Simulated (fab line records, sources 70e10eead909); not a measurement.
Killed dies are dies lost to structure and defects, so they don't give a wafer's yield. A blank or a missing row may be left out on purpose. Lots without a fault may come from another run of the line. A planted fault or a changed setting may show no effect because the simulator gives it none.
fab line records | flow nand_harc
record lots=5 wafers=15 last_day=33
route steps=1302 shown P_ZERO_WELL@68 P_STI@69
lots that met no fault: from a run of the same line without faults
start_h: hours from the record's first day to the start of the lot's first wafer shown | wait_h: hours since the lot's step before | " the same as in the row above | L1.1+2: a row that stands for several wafers | - no value, or no start given | * or withheld: withheld | < > ~ a bound
route shown NAME@n: a module of which the file shows steps, and the number in the route of the first | usual: mean/standard deviation of fault-free wafers | same: alike in all rows | chamber/n: place in a boat | sites: the reading at each site | _std_site: their standard deviation | _edge_site: outer sites' mean less inner sites' | radius_mm: how far each site lies from the wafer's centre | mask NAME#n: copy n | behind: the tool/chamber that last shaped the wafer | hold: why the lot was held/for how many hours/how that ended | device: the transistor (n, p or np) that didn't switch | end of line: the same wafers' tests at the end of the route | a step without rows: its recipe alone | killed: dies lost to structure and defects at the first sort, not the wafer's yield | map: a wafer's dies, x killed, . not, _ none there
set.NAME: the setting as run; set.NAME@STEP: as run at that earlier step | model.NAME: the simulator's own value behind a step, which no gauge read
lots at some steps of the route; a table a step, a row a wafer
services: from which hour (start_h, from the record's first day; less than 0 if before it) a tool's chamber was out of use, for how many hours, and why
## steps
# step NHARC_P_ZERO_WELL_INSPECT_43
# usual raw_defect_count=13/5.8
# columns lot.wafer tool chamber start_h wait_h raw_defect_count
L552.1 defect_inspect-02 - 77.58 0.6 16
L552.4 " - " " 17
L552.5 " - " " 23
L557.1 defect_inspect-02 - 127.58 0.6 18
L557.2 " - " " 11
L557.4 " - " " 10
L558.3 defect_inspect-02 - 138.39 0.4 18
L558.4 " - " " 12
L558.5 " - " " 4
L569.1 defect_inspect-01 - 247.56 0.6 8
L569.4 " - " " 16
L569.6 " - " " 8
L570.1 defect_inspect-01 - 257.45 0.6 10
L570.2 " - " " 6
L570.6 " - " " 4
# step NHARC_P_STI_ETCH_26
# recipe target_depth_a=110 chemistry=dHF material=SiO2
# step NHARC_P_STI_PRECLEAN_27
# recipe time_s=* temp_c=50 bath_age_min=0 chemistry=SC1
# step NHARC_P_STI_SRD_28
# step NHARC_P_STI_OXIDE_29
# recipe target_thk_a=100 temp_c=900 ox_time_s=1362 material=SiO2
# step NHARC_P_STI_HM_DEP_30
# recipe target_thk_a=800 temp_c=790 pressure_mtorr=300 time_s=873 material=Si3N4
# step NHARC_P_STI_DEHYDRATE_01
# recipe temp_c=150 time_s=120
# step NHARC_P_STI_HMDS_02
# recipe time_s=30
# step NHARC_P_STI_COAT_41
# recipe temp_c=200 time_s=65
# step NHARC_P_STI_COAT_03
# recipe spin_rpm=2000 resist_thk_nm=600
# step NHARC_P_STI_SOFTBAKE_04
# recipe temp_c=125 time_s=70
# step NHARC_P_STI_EBR_05
# step NHARC_P_STI_EXPOSE_06
# recipe na=0.55 target_cd_nm=200 dose_mj=37.69 mask_id=P_STI
# columns lot.wafer tool chamber start_h wait_h mask
L552.1+4+5 krf_scanner-02 0 93.90 - P_STI#0
L557.1+2+4 krf_scanner-04 0 143.84 - P_STI_R1#0
L558.3+4+5 krf_scanner-02 0 155.69 - P_STI#0
L569.1+4+6 krf_scanner-04 0 261.95 - P_STI#0
L570.1+2+6 krf_scanner-01 0 273.27 - P_STI#0
# step NHARC_P_STI_PEB_07
# recipe peb_temp_c=128 peb_time_s=80
# step NHARC_P_STI_DEVELOP_08
# recipe time_s=50 dev_temp_c=22
# step NHARC_P_STI_CD_MEAS_09
# recipe target_cd_nm=200 landing_energy_ev=500
# usual cd_nm=201.5/1.9
# columns lot.wafer tool chamber start_h wait_h cd_nm
L552.1 cd_sem-01 0 94.05 - 203.3
L552.4 " 0 " " 198.4
L552.5 " 0 " " 204.6
L557.1 cd_sem-03 0 143.99 - 221.9
L557.2 " 0 " " 223.9
L557.4 " 0 " " 223.4
L558.3 cd_sem-03 0 155.84 - 200.2
L558.4 " 0 " " 201.7
L558.5 " 0 " " 201.7
L569.1 cd_sem-02 0 262.10 - 201.4
L569.4 " 0 " " 203.9
L569.6 " 0 " " 200.2
L570.1 cd_sem-03 0 273.42 - 201.3
L570.2 " 0 " " 201.1
L570.6 " 0 " " 199.4
# step NHARC_P_STI_OVL_MEAS_10
# usual overlay_x_nm=-2/5.8 overlay_y_nm=-1/5.5
# columns lot.wafer tool chamber start_h wait_h overlay_x_nm overlay_y_nm
L552.1 overlay-02 - 94.14 - -4 0
L552.4 " - " " -4 0
L552.5 " - " " -4 0
L557.1 overlay-02 - 144.08 - 1 1
L557.2 " - " " 2 1
L557.4 " - " " 1 0
L558.3 overlay-02 - 155.92 - -5 0
L558.4 " - " " -5 -1
L558.5 " - " " -5 -1
L569.1 overlay-01 - 262.19 - -2 6
L569.4 " - " " -2 6
L569.6 " - " " -2 6
L570.1 overlay-01 - 273.50 - 2 -8
L570.2 " - " " 2 -8
L570.6 " - " " 1 -8
# step NHARC_P_STI_INSPECT_11
# usual raw_defect_count=6/3.1
# columns lot.wafer tool chamber start_h wait_h raw_defect_count
L552.1 defect_inspect-01 - 94.18 0.0 5
L552.4 " - " " 2
L552.5 " - " " 8
L557.1 defect_inspect-02 - 144.12 0.0 4
L557.2 " - " " 11
L557.4 " - " " 8
L558.3 defect_inspect-02 - 155.96 0.0 5
L558.4 " - " " 7
L558.5 " - " " 0
L569.1 defect_inspect-01 - 262.23 0.0 6
L569.4 " - " " 5
L569.6 " - " " 4
L570.1 defect_inspect-02 - 273.54 0.0 8
L570.2 " - " " 5
L570.6 " - " " 8
# step NHARC_P_STI_HARDBAKE_13
# recipe temp_c=118 time_s=65
# step NHARC_P_STI_DESCUM_14
# recipe time_s=3 o2_flow_sccm=200 ar_flow_sccm=0 bias_power_w=0 chemistry=O2
# usual drypump_motor_current_A=5.7/0.45 oes_product_au=0.999/0.0087 rf_vpp_V=58.0/0.9 showerhead_plenum_p_Torr=1.96/0.068 throttle_valve_pct=11.311/0.0099
# columns lot.wafer tool chamber start_h wait_h drypump_motor_current_A oes_product_au rf_hours_counter_h rf_vpp_V showerhead_plenum_p_Torr throttle_valve_pct model.P_STI.cd_nm
L552.1 rie_diel-06 0 94.31 - 6.5 1.001 12 58.5 1.85 11.296 203.1
L552.4 " 1 " " 5.7 1.000 11 58.2 2.03 11.298 198.2
L552.5 " 1 " " 5.7 1.006 - 58.0 2.03 11.306 203.9
L557.4 rie_diel-04 1 144.25 - 6.2 1.011 7 58.7 2.01 11.302 222.9
L557.2 " 2 " " 5.4 1.009 7 57.2 2.03 11.306 223.7
L557.1 " 0 " " 5.1 1.000 7 56.9 2.04 11.323 222.2
L558.4 rie_diel-05 3 156.09 - 5.4 0.983 6 57.6 1.87 11.308 202.6
L558.3 " 0 " " 5.4 1.008 6 58.4 1.88 11.298 200.3
L558.5 " 0 " " 5.4 1.002 - 57.6 1.88 11.304 201.5
L569.4 rie_diel-06 1 262.36 - 5.7 1.004 9 57.8 2.03 11.307 204.5
L569.1 " 0 " " 6.5 0.988 9 57.5 1.84 11.307 200.5
L569.6 " 1 " " 5.8 1.011 - 56.5 2.03 11.307 200.8
L570.1 rie_diel-05 1 273.68 - 6.3 0.998 2 58.4 1.95 11.307 201.8
L570.2 " 2 " " 5.5 0.987 2 57.8 1.98 11.310 200.9
L570.6 " 2 " " 5.4 1.004 - 56.4 1.98 11.313 199.4
# step NHARC_P_STI_ETCH_42
# recipe target_depth_a=800 overetch_a=240 time_s=61 ion_energy_ev=200 n2_flow_sccm=150 h2_flow_sccm=150 ar_flow_sccm=0 rf_w=400 bias_w=150 chemistry=N2/H2
# usual drypump_motor_current_A=5.7/0.44 h2_flow_sccm=150.0/0.46 oes_product_au=0.998/0.0087 rf_vpp_V=432.0/2.3 showerhead_plenum_p_Torr=2.09/0.074 throttle_valve_pct=14.172/0.009
# columns lot.wafer tool chamber start_h wait_h drypump_motor_current_A h2_flow_sccm oes_product_au rf_hours_counter_h rf_vpp_V showerhead_plenum_p_Torr throttle_valve_pct
L552.4 rie_diel-06 2 94.40 0.1 6.2 150.3 0.997 12 433.1 2.16 14.159
L552.1 " 0 " " 6.5 150.7 1.000 12 429.1 1.97 14.169
L552.5 " 1 " " 5.7 150.5 0.998 - 433.1 2.17 14.160
L557.2 rie_diel-04 0 144.34 0.1 5.1 150.8 0.995 7 435.1 2.18 14.183
L557.1 " 2 " " 5.4 150.1 0.991 7 434.1 2.17 14.167
L557.4 " 3 " " 6.1 150.7 1.022 7 428.7 2.01 14.186
L558.3 rie_diel-05 3 156.18 0.1 5.3 149.8 0.979 6 430.0 1.99 14.161
L558.4 " 0 " " 5.4 150.1 1.008 6 428.9 2.00 14.153
L558.5 " 2 " " 5.5 150.5 0.994 - 433.6 2.12 14.180
L569.1 rie_diel-06 2 262.45 0.1 6.2 150.1 1.007 10 435.1 2.15 14.162
L569.4 " 3 " " 5.3 150.4 0.987 9 434.9 2.15 14.170
L569.6 " 2 " " 6.2 149.9 1.011 - 432.7 2.15 14.158
L570.1 rie_diel-05 1 273.78 0.1 6.3 150.0 0.995 2 432.0 2.08 14.176
L570.2 " 2 " " 5.4 149.4 0.999 2 433.7 2.12 14.167
L570.6 " 0 " " 5.5 149.7 1.012 - 428.7 2.00 14.179
# step NHARC_P_STI_ETCH_31
# recipe target_depth_a=1089 time_s=54.5 cf4_flow_sccm=100 chf3_flow_sccm=30 ar_flow_sccm=0 rf_w=500 bias_w=200 chemistry=CF4/CHF3
# usual drypump_motor_current_A=5.7/0.44 oes_product_au=0.955/0.02 rf_vpp_V=371.7/1.9 showerhead_plenum_p_Torr=1.61/0.054 throttle_valve_pct=16.803/0.0093
# columns lot.wafer tool chamber start_h wait_h drypump_motor_current_A oes_product_au rf_hours_counter_h rf_vpp_V showerhead_plenum_p_Torr throttle_valve_pct
L552.4 rie_diel-06 0 - - 6.5 0.961 12 368.4 1.52 16.789
L552.1 " 1 " " 5.7 0.960 11 373.4 1.66 16.798
L552.5 " 2 " " 6.1 0.986 - 373.2 1.66 16.799
L557.2 rie_diel-04 1 - - 6.2 0.972 7 372.2 1.65 16.807
L557.4 " 2 " " 5.4 0.963 7 373.0 1.67 16.786
L557.1 " 3 " " 6.1 0.995 7 369.1 1.55 16.792
L558.4 rie_diel-05 2 - - 5.5 0.962 6 372.3 1.63 16.796
L558.3 " 1 " " 6.3 0.982 5 371.0 1.60 16.805
L558.5 " 3 " " 5.3 0.951 - 368.2 1.54 16.779
L569.1 rie_diel-06 1 - - 5.7 0.936 9 373.3 1.66 16.815
L569.4 " 3 " " 5.3 0.925 9 372.7 1.65 16.817
L569.6 " 1 " " 5.7 0.936 - 373.3 1.66 16.801
L570.2 rie_diel-05 2 - - 5.4 0.944 2 372.3 1.63 16.825
L570.1 " 0 " " 5.4 0.955 2 369.2 1.55 16.791
L570.6 " 0 " " 5.4 0.968 - 369.8 1.55 16.808
# step NHARC_P_STI_ETCH_15
# recipe target_depth_a=3000 taper_deg=4 time_s=100.1 hbr_flow_sccm=150 cl2_flow_sccm=50 rf_w=400 icp_w=400 bias_w=100 chemistry=HBr/Cl2
# usual drypump_motor_current_A=5.8/0.5 oes_product_au=1.003/0.011 throttle_valve_pct=26.406/0.0087
# columns lot.wafer tool chamber start_h wait_h drypump_motor_current_A oes_product_au rf_hours_counter_h throttle_valve_pct model.P_STI.cd_nm
L552.1 rie_si-05 3 94.59 - 5.1 1.008 0.98 26.411 201.1
L552.4 " 0 " " 6.1 1.019 0.95 26.389 197.2
L552.5 " 0 " " 6.1 1.005 - 26.403 201.9
L557.1 rie_si-06 3 144.53 - 6.1 0.986 0.36 26.404 222.2
L557.4 " 0 " " 6.7 1.014 0.36 26.402 221.7
L557.2 " 2 " " 5.9 1.018 0.34 26.411 223.3
L558.4 rie_si-05 1 156.37 - 6.3 1.004 0.09 26.410 202.7
L558.3 " 2 " " 6.1 1.014 0.11 26.412 199.6
L558.5 " 2 " " 6.1 1.022 - 26.403 200.2
L569.1 rie_si-04 3 262.64 - 5.7 1.000 0.56 26.412 200.9
L569.4 " 2 " " 4.9 1.014 0.62 26.413 204.3
L569.6 " 0 " " 5.5 0.997 - 26.409 200.4
L570.1 rie_si-04 0 274.00 - 5.5 0.990 0.58 26.398 201.2
L570.2 " 2 " " 5.0 1.007 0.66 26.423 200.4
L570.6 " 3 " " 5.7 0.995 - 26.405 198.4
# step NHARC_P_STI_CD_MEAS_16
# usual cd_nm=200.9/2.2
# columns lot.wafer tool chamber start_h wait_h cd_nm
L552.1 cd_sem-01 - 94.75 - 201.1
L552.4 " - " " 197.1
L552.5 " - " " 201.7
L557.1 cd_sem-03 - 144.69 - 222.0
L557.2 " - " " 223.4
L557.4 " - " " 221.8
L558.3 cd_sem-02 - 156.53 - 199.5
L558.4 " - " " 202.9
L558.5 " - " " 200.3
L569.1 cd_sem-02 - 262.80 - 200.9
L569.4 " - " " 204.6
L569.6 " - " " 199.9
L570.1 cd_sem-02 - 274.15 - 200.9
L570.2 " - " " 200.4
L570.6 " - " " 198.3
# step NHARC_P_STI_OCD_MEAS_17
# usual trench_depth_nm=302/4.7 trench_foot_cd_nm=159.3/2.1
# columns lot.wafer tool chamber start_h wait_h trench_depth_nm trench_foot_cd_nm
L552.1 ocd-01 - 94.84 0.1 304 160.5
L552.4 " - " " 306 156.1
L552.5 " - " " 308 162.2
L557.1 ocd-02 - 144.78 0.1 291 181.6
L557.2 " - " " 309 180.5
L557.4 " - " " 305 180.7
L558.3 ocd-02 - 156.62 0.1 307 157.5
L558.4 " - " " 302 160.0
L558.5 " - " " 308 158.3
L569.1 ocd-02 - 262.89 0.1 302 159.2
L569.4 " - " " 305 161.0
L569.6 " - " " 301 157.9
L570.1 ocd-01 - 274.24 0.1 300 159.2
L570.2 " - " " 305 158.4
L570.6 " - " " 299 156.9
# step NHARC_P_STI_STRIP_19
# recipe time_s=900 temp_c=130 chemistry=SPM
## services
# columns tool chamber start_h hours kind
rie_diel-05 1 76.13 22.1 repair
rie_si-05 0 82.81 1.0 repair
krf_scanner-04 - 87.17 0.5 repair
krf_scanner-02 - 94.00 4.0 pm
rie_diel-05 - 95.25 0.4 repair
rie_diel-04 3 119.86 4.6 repair
rie_si-05 - 128.00 9.0 pm
rie_diel-06 - 130.20 9.0 pm
rie_diel-06 - 152.03 5.1 repair
krf_scanner-04 - 158.97 0.7 repair
rie_si-05 2 161.21 9.8 repair
rie_si-04 - 165.00 9.0 pm
rie_si-05 3 177.51 1.8 repair
krf_scanner-04 - 177.57 0.6 repair
rie_diel-04 - 177.90 9.0 pm
krf_scanner-04 - 182.00 4.0 pm
rie_diel-05 1 191.23 5.5 repair
rie_si-04 3 193.27 2.5 repair
krf_scanner-02 - 208.94 0.8 repair
rie_diel-06 1 226.15 4.3 repair
rie_diel-06 - 226.25 0.2 repair
rie_diel-05 - 229.60 9.0 pm
rie_diel-05 3 260.30 22.7 repair
rie_diel-06 - 271.00 0.3 repair
## key
first_sign step=NHARC_P_STI_EXPOSE_06 reading=mask direction=changed
effect step=NHARC_P_STI_CD_MEAS_09 reading=cd_nm direction=up sigmas=11 usual=201.5 struck=223.0
effect step=NHARC_P_STI_CD_MEAS_16 reading=cd_nm direction=up sigmas=9.7 usual=200.9 struck=222.4
effect step=NHARC_P_STI_OCD_MEAS_17 reading=trench_foot_cd_nm direction=up sigmas=10 usual=159.3 struck=180.9
model_effect step=NHARC_P_STI_DESCUM_14 value=P_STI.cd_nm without=203.3 struck=222.9
model_effect step=NHARC_P_STI_ETCH_15 value=P_STI.cd_nm without=202.8 struck=222.4
met_at NHARC_P_STI_EXPOSE_06
struck_wafers L557.1,L557.2,L557.4
tester_left_out L557
fault kind=wrong_mask tool=any chamber=- onset_h=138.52 steps=NHARC_P_STI_EXPOSE_06 aux_copy=P_STI_R1#0 cd_offset_nm=19.646 scope=struck_lots_only
# tester_left_out: of these lots the tester's yield and bins aren't shown, on N5 and GAA mostly nor the transistor test; their killed dies are dies lost to structure and defects alone, not to doping, threshold or leakage, so they don't give the yield
